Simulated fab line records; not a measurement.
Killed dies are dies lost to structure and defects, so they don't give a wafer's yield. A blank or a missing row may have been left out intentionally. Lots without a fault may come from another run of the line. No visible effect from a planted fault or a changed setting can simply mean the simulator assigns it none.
fab line records / flow n5-finfet
record lots=4 wafers=11 last-day=18
route steps=1938 shown DUMMY_GATE@256 SPACER0@258 SD_EPI_N@262 BEOL_M4@1111
lots that met no fault: from a run of the same line without faults
start-h: hours from the record's opening day to when the first of the lot's shown wafers began / wait-h: hours from the lot's prior step to this one / " identical to the entry in the row above / L1.1+2: several wafers, shown together as one row / - no value, or no start given / * or withheld: withheld / < > ~ a bound
route shown NAME@n: a module of which the file shows steps, and the number in the route of the first / usual: mean and standard deviation over wafers with no fault / same: alike in all rows / chamber/n: place in a boat / sites: per-site readings / _std_site: how widely they spread, as a standard deviation / _edge_site: inner sites' mean taken away from outer sites' mean / radius-mm: how far each site lies from the wafer's centre / mask NAME#n: copy n / behind: the most recent tool/chamber to have shaped the wafer / hold: why the lot was held/for how many hours/how that ended / device: the n, p or np transistor that did not switch / end of line: tests run on the same wafers once the route is complete / where a step has no rows: the recipe by itself / killed: the dies lost at the first sort to structure and to defects; this is not the yield of the wafer / map: dies across one wafer; x = killed, . = not, _ = none there
set.NAME: the run value of the setting; set.NAME@STEP: its run value at that earlier step / model.NAME: the simulator's own value behind a step, which no gauge read
lots seen at some steps along the route; tables by step, rows by wafer
services: the hour from which a tool's chamber was out of use, counted from the record's first day as start-h (under 0 if before that day), plus the number of hours and why
## steps
# step N5_DUMMY_GATE_UV_OZONE_45
# recipe time-s=120 pressure-torr=760 temp-c=25
# step N5_SPACER0_ALD_07
# recipe material=SiNx target-thk-a=20 temp-c=400 ald-precursor-family=SiH2I2 ald-co-reactant=N2/H2-plasma pressure-torr=2
# step N5_SPACER0_ALD_00
# recipe material=SiOCN target-thk-a=35 temp-c=400 ald-precursor-family=alkyl-aminosilane ald-co-reactant=O2/N2-plasma pulse-time-s=3 purge-time-s=2 co-reactant-purge-time-s=2 ald-cycles=58 pressure-torr=2
# step N5_SPACER0_ALD_08
# recipe material=SiNx target-thk-a=20 temp-c=400 ald-precursor-family=SiH2I2 ald-co-reactant=N2/H2-plasma pressure-torr=2
# step N5_SD_EPI_N_COAT_32
# recipe resist=SOC temp-c=250 time-s=60 spin-rpm=1500 resist-thk-nm=350
# step N5_SD_EPI_N_COAT_33
# recipe resist=SiARC temp-c=220 time-s=60 spin-rpm=1500 resist-thk-nm=35
# step N5_SD_EPI_N_COAT_03
# recipe resist=CAR-ArF-block spin-rpm=1500 resist-thk-nm=150
# step N5_SD_EPI_N_EBR_05
# recipe solvent=PGMEA ebr-width-mm=1.5
# step N5_SD_EPI_N_SOFTBAKE_04
# recipe temp-c=110 time-s=60 resist=CAR-ArF-block
# step N5_SD_EPI_N_EXPOSE_06
# recipe mask-id=SD_N_BLK na=1.35 source-shape=conventional sigma-outer=0.8 polarization=unpolarized target-cd-nm=120 dose-mj=39.75
# step N5_SD_EPI_N_PEB_07
# recipe peb-temp-c=110 peb-time-s=60 resist=CAR-ArF-block
# usual chill-plate-temp-C=23.01/0.11 heater-power-total-W=175.3/1.7 resist-line-temp-C=23.02/0.099
lot.wafer=L432.3 tool=litho-track-05 chamber=0 start-h=55.22 wait-h=0.0 chill-plate-temp-C=22.94 heater-power-total-W=175.9 resist-line-temp-C=22.95
lot.wafer=L432.5 tool=litho-track-05 chamber=0 start-h=55.22 wait-h=0.0 chill-plate-temp-C=22.87 heater-power-total-W=177.1 resist-line-temp-C=23.16
lot.wafer=L432.6 tool=litho-track-05 chamber=0 start-h=55.22 wait-h=0.0 chill-plate-temp-C=22.96 heater-power-total-W=174.2 resist-line-temp-C=22.97
lot.wafer=L442.4 tool=litho-track-05 chamber=0 start-h=117.25 wait-h=0.0 chill-plate-temp-C=22.95 heater-power-total-W=182.5 resist-line-temp-C=23.00
lot.wafer=L442.5 tool=litho-track-05 chamber=0 start-h=117.25 wait-h=0.0 chill-plate-temp-C=22.90 heater-power-total-W=173.0 resist-line-temp-C=22.88
lot.wafer=L443.1 tool=litho-track-05 chamber=0 start-h=125.97 wait-h=0.1 chill-plate-temp-C=23.00 heater-power-total-W=173.0 resist-line-temp-C=22.92
lot.wafer=L443.3 tool=litho-track-05 chamber=0 start-h=125.97 wait-h=0.1 chill-plate-temp-C=23.16 heater-power-total-W=174.6 resist-line-temp-C=23.03
lot.wafer=L443.4 tool=litho-track-05 chamber=0 start-h=125.97 wait-h=0.1 chill-plate-temp-C=23.10 heater-power-total-W=187.3 resist-line-temp-C=22.90
lot.wafer=L454.1 tool=litho-track-01 chamber=0 start-h=185.63 wait-h=0.1 chill-plate-temp-C=22.82 heater-power-total-W=174.5 resist-line-temp-C=22.97
lot.wafer=L454.3 tool=litho-track-01 chamber=0 start-h=185.63 wait-h=0.1 chill-plate-temp-C=23.09 heater-power-total-W=173.0 resist-line-temp-C=23.16
lot.wafer=L454.6 tool=litho-track-01 chamber=0 start-h=185.63 wait-h=0.1 chill-plate-temp-C=22.95 heater-power-total-W=173.7 resist-line-temp-C=22.71
# step N5_SD_EPI_N_DEVELOP_08
# recipe develop-time-s=30 developer=TMAH resist=CAR-ArF-block dev-temp-c=23 rinse-liquid=diw dry=air-spin
# step N5_SD_EPI_N_CD_MEAS_09
# recipe target-cd-nm=120 landing-energy-ev=500 detector=se-inlens
# usual cd-nm=120.0/0.56
lot.wafer=L432.3 tool=cd-sem-02 chamber=0 start-h=55.29 wait-h=- cd-nm=121.2
lot.wafer=L432.5 tool=cd-sem-02 chamber=0 start-h=55.29 wait-h=- cd-nm=120.0
lot.wafer=L432.6 tool=cd-sem-02 chamber=0 start-h=55.29 wait-h=- cd-nm=120.5
lot.wafer=L442.4 tool=cd-sem-01 chamber=0 start-h=117.32 wait-h=- cd-nm=117.0
lot.wafer=L442.5 tool=cd-sem-01 chamber=0 start-h=117.32 wait-h=- cd-nm=120.8
lot.wafer=L443.1 tool=cd-sem-01 chamber=0 start-h=126.04 wait-h=- cd-nm=120.5
lot.wafer=L443.3 tool=cd-sem-01 chamber=0 start-h=126.04 wait-h=- cd-nm=119.8
lot.wafer=L443.4 tool=cd-sem-01 chamber=0 start-h=126.04 wait-h=- cd-nm=117.2
lot.wafer=L454.1 tool=cd-sem-03 chamber=0 start-h=185.70 wait-h=- cd-nm=120.9
lot.wafer=L454.3 tool=cd-sem-03 chamber=0 start-h=185.70 wait-h=- cd-nm=119.3
lot.wafer=L454.6 tool=cd-sem-03 chamber=0 start-h=185.70 wait-h=- cd-nm=119.6
# step N5_SD_EPI_N_DESCUM_14
# recipe chemistry=O2 time-s=7.9 source-power-w=50 bias-power-w=20 pressure-mtorr=20 rf-frequency-hz=2.712e+07 temp-c=40 resist=CAR-ArF-block o2-flow-sccm=225
# usual bias-power-w=20.00/0.062 drypump-motor-current-A=5.8/0.47 oes-product-au=0.81/0.093 rf-vpp-V=243.2/1.4 showerhead-plenum-p-Torr=2.09/0.074 throttle-valve-pct=20.41/0.18
lot.wafer=L432.3 tool=rie-diel-04 chamber=0 start-h=55.45 wait-h=0.1 bias-power-w=19.93 drypump-motor-current-A=6.7 oes-product-au=0.73 rf-hours-counter-h=180 rf-vpp-V=240.8 showerhead-plenum-p-Torr=2.01 throttle-valve-pct=20.31 model.SD_EPI_N.cd-nm=121.4
lot.wafer=L432.5 tool=rie-diel-04 chamber=2 start-h=55.45 wait-h=0.1 bias-power-w=19.91 drypump-motor-current-A=5.5 oes-product-au=0.76 rf-hours-counter-h=- rf-vpp-V=242.4 showerhead-plenum-p-Torr=2.11 throttle-valve-pct=20.63 model.SD_EPI_N.cd-nm=120
lot.wafer=L432.6 tool=rie-diel-04 chamber=3 start-h=55.45 wait-h=0.1 bias-power-w=19.84 drypump-motor-current-A=5.8 oes-product-au=0.69 rf-hours-counter-h=- rf-vpp-V=243.6 showerhead-plenum-p-Torr=2.15 throttle-valve-pct=20.58 model.SD_EPI_N.cd-nm=120.8
lot.wafer=L442.4 tool=rie-diel-06 chamber=3 start-h=117.41 wait-h=0.0 bias-power-w=20.00 drypump-motor-current-A=5.4 oes-product-au=0.88 rf-hours-counter-h=19 rf-vpp-V=243.0 showerhead-plenum-p-Torr=2.04 throttle-valve-pct=19.86 model.SD_EPI_N.cd-nm=117
lot.wafer=L442.5 tool=rie-diel-06 chamber=3 start-h=117.41 wait-h=0.0 bias-power-w=19.89 drypump-motor-current-A=5.4 oes-product-au=0.90 rf-hours-counter-h=- rf-vpp-V=243.2 showerhead-plenum-p-Torr=2.04 throttle-valve-pct=19.87 model.SD_EPI_N.cd-nm=120.4
lot.wafer=L443.1 tool=rie-diel-04 chamber=2 start-h=126.46 wait-h=0.4 bias-power-w=20.08 drypump-motor-current-A=5.5 oes-product-au=0.73 rf-hours-counter-h=154 rf-vpp-V=243.0 showerhead-plenum-p-Torr=2.10 throttle-valve-pct=20.67 model.SD_EPI_N.cd-nm=120.4
lot.wafer=L443.3 tool=rie-diel-04 chamber=1 start-h=126.46 wait-h=0.4 bias-power-w=19.99 drypump-motor-current-A=5.3 oes-product-au=0.86 rf-hours-counter-h=50 rf-vpp-V=244.9 showerhead-plenum-p-Torr=2.22 throttle-valve-pct=20.48 model.SD_EPI_N.cd-nm=119.8
lot.wafer=L443.4 tool=rie-diel-04 chamber=2 start-h=126.46 wait-h=0.4 bias-power-w=20.06 drypump-motor-current-A=5.5 oes-product-au=0.74 rf-hours-counter-h=- rf-vpp-V=241.4 showerhead-plenum-p-Torr=2.10 throttle-valve-pct=20.66 model.SD_EPI_N.cd-nm=117.2
lot.wafer=L454.1 tool=rie-diel-06 chamber=3 start-h=185.78 wait-h=0.0 bias-power-w=19.95 drypump-motor-current-A=5.4 oes-product-au=0.86 rf-hours-counter-h=43 rf-vpp-V=242.6 showerhead-plenum-p-Torr=2.04 throttle-valve-pct=19.91 model.SD_EPI_N.cd-nm=120.6
lot.wafer=L454.3 tool=rie-diel-06 chamber=1 start-h=185.78 wait-h=0.0 bias-power-w=19.96 drypump-motor-current-A=6.0 oes-product-au=0.72 rf-hours-counter-h=200 rf-vpp-V=242.9 showerhead-plenum-p-Torr=1.99 throttle-valve-pct=20.36 model.SD_EPI_N.cd-nm=119.6
lot.wafer=L454.6 tool=rie-diel-06 chamber=3 start-h=185.78 wait-h=0.0 bias-power-w=19.92 drypump-motor-current-A=5.4 oes-product-au=0.85 rf-hours-counter-h=- rf-vpp-V=244.9 showerhead-plenum-p-Torr=2.04 throttle-valve-pct=19.91 model.SD_EPI_N.cd-nm=119.8
# step N5_SD_EPI_N_ETCH_34
# recipe chemistry=CF4 target=SiARC target-depth-a=455 mask-material=CAR-ArF-block time-s=75.8 ion-energy-ev=80 pressure-mtorr=40 source-w=545 bias-w=36 Ar_flow_sccm=100 cf4-flow-sccm=100 ends=cleared
# step N5_SD_EPI_N_ETCH_35
# recipe chemistry=N2/H2 target=SOC overetch-a=1080 mask-material=SiARC temp-c=40 ion-energy-ev=100 source-w=3000 bias-w=133 pressure-mtorr=20 time-s=486 n2-flow-sccm=200 h2-flow-sccm=200
# step N5_SD_EPI_N_STRIP_36
# recipe chemistry=N2/H2 temp-c=40 n2-flow-sccm=200 h2-flow-sccm=200 rf-frequency-hz=6e+07
# step N5_SD_EPI_N_ETCHBACK_44
# recipe chemistry=CH3F/O2 mode=anisotropic-etchback target=SiNx target-depth-a=145 stop-on=SiO2 over-etch-frac=0.3 ion-energy-ev=120 pressure-mtorr=30 source-w=395 bias-w=73 Ar_flow_sccm=150 CH3F_flow_sccm=30 O2_flow_sccm=20
# step N5_SD_EPI_N_ETCH_45
# recipe chemistry=CH3F/O2 target=SiOCN target-depth-a=60 mask-material=SOC ion-energy-ev=60 bias-w=29 pressure-mtorr=15 source-w=410 Ar_flow_sccm=150 CH3F_flow_sccm=30 O2_flow_sccm=20
# step N5_SD_EPI_N_ETCH_16
# recipe chemistry=CHF3/O2 target=SiO2 target-depth-a=50 mask-material=SOC pressure-mtorr=30 source-w=650 bias-w=170 Ar_flow_sccm=200 CHF3_flow_sccm=50 O2_flow_sccm=5 ion-energy-ev=200
# step N5_SD_EPI_N_STRIP_47
# recipe chemistry=CHF3/O2 resist=SiARC rf-frequency-hz=6e+07
# step N5_SD_EPI_N_SD_RECESS_17
# recipe chemistry=HBr/Cl2/O2 target-depth-a=410 mask-material=SOC time-s=23.7 bt-time-s=3 pressure-mtorr=10 icp-w=800 bias-w=112 HBr_flow_sccm=150 Cl2_flow_sccm=80 O2_flow_sccm=12
# usual drypump-motor-current-A=5.8/0.32 oes-product-au=1.006/0.018 throttle-valve-pct=37.02/0.28
lot.wafer=L432.3 tool=rie-si-06 chamber=1 start-h=56.13 wait-h=0.0 drypump-motor-current-A=5.7 oes-product-au=0.976 rf-hours-counter-h=31 throttle-valve-pct=36.75 model.SD_EPI_N.cd-nm=121.2
lot.wafer=L432.5 tool=rie-si-06 chamber=3 start-h=56.13 wait-h=0.0 drypump-motor-current-A=6.2 oes-product-au=1.011 rf-hours-counter-h=- throttle-valve-pct=36.82 model.SD_EPI_N.cd-nm=119.4
lot.wafer=L432.6 tool=rie-si-06 chamber=0 start-h=56.13 wait-h=0.0 drypump-motor-current-A=5.8 oes-product-au=1.014 rf-hours-counter-h=- throttle-valve-pct=36.90 model.SD_EPI_N.cd-nm=121.6
lot.wafer=L442.4 tool=rie-si-06 chamber=2 start-h=118.10 wait-h=0.0 drypump-motor-current-A=5.9 oes-product-au=0.991 rf-hours-counter-h=90 throttle-valve-pct=37.41 model.SD_EPI_N.cd-nm=116
lot.wafer=L442.5 tool=rie-si-06 chamber=1 start-h=118.10 wait-h=0.0 drypump-motor-current-A=5.7 oes-product-au=0.970 rf-hours-counter-h=- throttle-valve-pct=36.76 model.SD_EPI_N.cd-nm=120
lot.wafer=L443.1 tool=rie-si-04 chamber=0 start-h=127.15 wait-h=0.0 drypump-motor-current-A=5.9 oes-product-au=1.002 rf-hours-counter-h=114 throttle-valve-pct=37.10 model.SD_EPI_N.cd-nm=120
lot.wafer=L443.3 tool=rie-si-04 chamber=3 start-h=127.15 wait-h=0.0 drypump-motor-current-A=6.0 oes-product-au=1.031 rf-hours-counter-h=10 throttle-valve-pct=36.64 model.SD_EPI_N.cd-nm=119
lot.wafer=L443.4 tool=rie-si-04 chamber=2 start-h=127.15 wait-h=0.0 drypump-motor-current-A=5.5 oes-product-au=1.032 rf-hours-counter-h=162 throttle-valve-pct=36.92 model.SD_EPI_N.cd-nm=116
lot.wafer=L454.1 tool=rie-si-04 chamber=1 start-h=186.48 wait-h=0.0 drypump-motor-current-A=5.5 oes-product-au=0.994 rf-hours-counter-h=64 throttle-valve-pct=37.53 model.SD_EPI_N.cd-nm=120.8
lot.wafer=L454.3 tool=rie-si-04 chamber=2 start-h=186.48 wait-h=0.0 drypump-motor-current-A=5.5 oes-product-au=1.024 rf-hours-counter-h=163 throttle-valve-pct=36.93 model.SD_EPI_N.cd-nm=119.6
lot.wafer=L454.6 tool=rie-si-04 chamber=1 start-h=186.48 wait-h=0.0 drypump-motor-current-A=5.5 oes-product-au=0.993 rf-hours-counter-h=- throttle-valve-pct=37.51 model.SD_EPI_N.cd-nm=120.4
# step N5_SD_EPI_N_STRIP_38
# recipe chemistry=N2/H2 power-w=1000 temp-c=250 h2-frac=0.65 overash-fraction=0.3 pressure-mtorr=withheld n2-flow-sccm=1750 h2-flow-sccm=3250
# step N5_BEOL_M4_RC_MEAS_101
# usual DIBL_N=35.8/1.5 DIBL_P=35.8/1.7 IOFF_N=0.151/0.022 IOFF_P=0.204/0.027 ION_N=673/8.6 ION_P=462/5.4 SS_N=71.4/0.54 SS_P=73.3/0.56 VT_N=250.5/2.6 VT_P=-251/3.1
lot.wafer=L432.3 tool=prober-01 chamber=0 start-h=195.32 wait-h=0.3 DIBL_N[mV/V]=35.2 DIBL_P[mV/V]=33.9 IOFF_N[nA/um]=0.131 IOFF_P[nA/um]=0.164 ION_N[uA/um]=672 ION_P[uA/um]=458 SS_N[mV/dec]=70.5 SS_P[mV/dec]=72.7 VT_N[mV]=249.1 VT_P[mV]=-253
lot.wafer=L432.5 tool=prober-01 chamber=0 start-h=195.32 wait-h=0.3 DIBL_N[mV/V]=37.5 DIBL_P[mV/V]=36.9 IOFF_N[nA/um]=0.159 IOFF_P[nA/um]=0.215 ION_N[uA/um]=677 ION_P[uA/um]=462 SS_N[mV/dec]=71.4 SS_P[mV/dec]=73.7 VT_N[mV]=251.0 VT_P[mV]=-250
lot.wafer=L432.6 tool=prober-01 chamber=0 start-h=195.32 wait-h=0.3 DIBL_N[mV/V]=36.2 DIBL_P[mV/V]=35.6 IOFF_N[nA/um]=0.152 IOFF_P[nA/um]=0.192 ION_N[uA/um]=676 ION_P[uA/um]=461 SS_N[mV/dec]=71.3 SS_P[mV/dec]=72.9 VT_N[mV]=250.0 VT_P[mV]=-253
lot.wafer=L442.4 tool=prober-02 chamber=0 start-h=241.42 wait-h=0.5 DIBL_N[mV/V]=35.5 DIBL_P[mV/V]=37.5 IOFF_N[nA/um]=0.151 IOFF_P[nA/um]=0.175 ION_N[uA/um]=674 ION_P[uA/um]=458 SS_N[mV/dec]=72.1 SS_P[mV/dec]=73.8 VT_N[mV]=252.4 VT_P[mV]=-256
lot.wafer=L442.5 tool=prober-02 chamber=0 start-h=241.42 wait-h=0.5 DIBL_N[mV/V]=33.6 DIBL_P[mV/V]=34.3 IOFF_N[nA/um]=0.116 IOFF_P[nA/um]=0.140 ION_N[uA/um]=661 ION_P[uA/um]=456 SS_N[mV/dec]=71.2 SS_P[mV/dec]=72.9 VT_N[mV]=257.5 VT_P[mV]=-261
lot.wafer=L443.1 tool=prober-01 chamber=0 start-h=253.81 wait-h=0.0 DIBL_N[mV/V]=36.6 DIBL_P[mV/V]=35.3 IOFF_N[nA/um]=0.144 IOFF_P[nA/um]=0.202 ION_N[uA/um]=678 ION_P[uA/um]=463 SS_N[mV/dec]=71.6 SS_P[mV/dec]=73.7 VT_N[mV]=251.8 VT_P[mV]=-252
lot.wafer=L443.3 tool=prober-01 chamber=0 start-h=253.81 wait-h=0.0 DIBL_N[mV/V]=39.1 DIBL_P[mV/V]=36.9 IOFF_N[nA/um]=0.185 IOFF_P[nA/um]=0.237 ION_N[uA/um]=683 ION_P[uA/um]=468 SS_N[mV/dec]=72.3 SS_P[mV/dec]=74.1 VT_N[mV]=247.3 VT_P[mV]=-249
lot.wafer=L443.4 tool=prober-01 chamber=0 start-h=253.81 wait-h=0.0 DIBL_N[mV/V]=38.2 DIBL_P[mV/V]=36.6 IOFF_N[nA/um]=0.177 IOFF_P[nA/um]=0.227 ION_N[uA/um]=679 ION_P[uA/um]=468 SS_N[mV/dec]=71.8 SS_P[mV/dec]=74.1 VT_N[mV]=248.8 VT_P[mV]=-250
lot.wafer=L454.1 tool=prober-01 chamber=0 start-h=320.23 wait-h=0.0 DIBL_N[mV/V]=34.8 DIBL_P[mV/V]=34.4 IOFF_N[nA/um]=0.123 IOFF_P[nA/um]=0.175 ION_N[uA/um]=658 ION_P[uA/um]=450 SS_N[mV/dec]=71.3 SS_P[mV/dec]=73.0 VT_N[mV]=252.7 VT_P[mV]=-256
lot.wafer=L454.3 tool=prober-01 chamber=0 start-h=320.23 wait-h=0.0 DIBL_N[mV/V]=35.6 DIBL_P[mV/V]=35.6 IOFF_N[nA/um]=0.141 IOFF_P[nA/um]=0.196 ION_N[uA/um]=672 ION_P[uA/um]=464 SS_N[mV/dec]=71.1 SS_P[mV/dec]=73.5 VT_N[mV]=252.4 VT_P[mV]=-252
lot.wafer=L454.6 tool=prober-01 chamber=0 start-h=320.23 wait-h=0.0 DIBL_N[mV/V]=38.7 DIBL_P[mV/V]=38.6 IOFF_N[nA/um]=0.184 IOFF_P[nA/um]=0.243 ION_N[uA/um]=674 ION_P[uA/um]=470 SS_N[mV/dec]=71.8 SS_P[mV/dec]=73.8 VT_N[mV]=247.9 VT_P[mV]=-249
## services
tool=rie-diel-06 chamber=3 start-h=50.47 hours=- kind=clean
tool=rie-diel-06 chamber=3 start-h=50.47 hours=- kind=consumable-replace:focus-ring
tool=rie-diel-06 chamber=3 start-h=50.47 hours=20.4 kind=scheduled-down
tool=rie-diel-06 chamber=3 start-h=50.47 hours=20.4 kind=vent-cycle
tool=rie-diel-04 chamber=- start-h=61.93 hours=2.8 kind=pm
tool=rie-diel-04 chamber=1 start-h=78.33 hours=10.2 kind=repair
tool=rie-diel-04 chamber=3 start-h=88.69 hours=- kind=clean
tool=rie-diel-04 chamber=3 start-h=88.69 hours=- kind=consumable-replace:focus-ring
tool=rie-diel-04 chamber=3 start-h=88.69 hours=15.3 kind=scheduled-down
tool=rie-diel-04 chamber=3 start-h=88.69 hours=15.3 kind=vent-cycle
tool=rie-si-06 chamber=- start-h=99.55 hours=0.6 kind=repair
tool=rie-diel-06 chamber=0 start-h=103.79 hours=6.8 kind=repair
tool=rie-diel-04 chamber=0 start-h=122.85 hours=9.1 kind=repair
tool=rie-diel-04 chamber=3 start-h=134.61 hours=8.3 kind=repair
tool=rie-diel-06 chamber=2 start-h=140.26 hours=- kind=clean
tool=rie-diel-06 chamber=2 start-h=140.26 hours=- kind=consumable-replace:focus-ring
tool=rie-diel-06 chamber=2 start-h=140.26 hours=12.2 kind=scheduled-down
tool=rie-diel-06 chamber=2 start-h=140.26 hours=12.2 kind=vent-cycle
tool=rie-si-04 chamber=2 start-h=150.20 hours=4.2 kind=repair
tool=rie-diel-06 chamber=2 start-h=170.36 hours=8.9 kind=repair
tool=rie-diel-06 chamber=3 start-h=172.60 hours=2.8 kind=repair
tool=rie-si-04 chamber=0 start-h=173.12 hours=6.4 kind=repair
## key
first-sign step=N5_SD_EPI_N_PEB_07 reading=heater-power-total-W direction=up sigmas=5.8 usual=* struck=*
effect step=N5_SD_EPI_N_CD_MEAS_09 reading=cd-nm direction=down sigmas=5 usual=120.0 struck=117.1
model-effect step=N5_SD_EPI_N_DESCUM_14 value=SD_EPI_N.cd-nm without=120.3 struck=117.1
model-effect step=N5_SD_EPI_N_SD_RECESS_17 value=SD_EPI_N.cd-nm without=119.1 struck=116
met-at N5_SD_EPI_N_PEB_07
struck-wafers L442.4,L443.4
onset-between 55.22 117.25
fault kind=process-parameter-drift tool=litho-track-05 chamber=- onset-h=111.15 steps=N5_SD_EPI_N_PEB_07 channel=peb-time-s offset=* shape=step end-h=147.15 scope=struck-wafers-only acts-in=* stated=*
